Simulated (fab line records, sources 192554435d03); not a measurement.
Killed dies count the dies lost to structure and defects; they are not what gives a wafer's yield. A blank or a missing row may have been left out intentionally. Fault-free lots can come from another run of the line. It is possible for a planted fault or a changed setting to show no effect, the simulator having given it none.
Chamber matching | flow n5_finfet | rie_diel-03 running N5_BEOL_M5_STRIP_64: 4 sister chambers
The step strips in CF4. 4 wafers are shown with their chamber, then 7 later ones without.

EACH WAFER AND ITS CHAMBER
wafer  | chamber | drypump_motor_current_A (A)
L077.6 | 1       | 6.0
L082.1 | 2       | 5.8
L088.1 | 3       | 6.6
L088.4 | 0       | 4.9

WAFERS MISSING THEIR CHAMBER
wafer  | drypump_motor_current_A (A)
L088.6 | 6.0
L092.4 | 4.9
L092.5 | 6.6
L092.6 | 5.7
L097.1 | 6.0
L097.2 | 5.7
L097.3 | 6.6

CHAMBER TAKEN BY EACH
wafer  | from the rows above | in truth
L088.6 | 1                   | 1
L092.4 | 0                   | 0
L092.5 | 3                   | 3
L092.6 | 2                   | 2
L097.1 | 1                   | 1
L097.2 | 2                   | 2
L097.3 | 3                   | 3
7 of 7 placed correctly. Number that these rows cannot place: 0. Placed wrongly: 0.
How it was worked out, from the rows above alone: a wafer's distance from a chamber is the root of the sum, over the readings, of the square of ((its reading less the chamber's mean) divided by the reading's scatter). If the next closest chamber is less than 2 further off than the closest, the wafer can't be placed; otherwise it belongs to the closest. For every chamber, the mean is computed from those of its wafers that are shown. The scatter: with one shown wafer a chamber, the root of the mean of the squares of how far each hidden wafer lies from its nearest shown one.
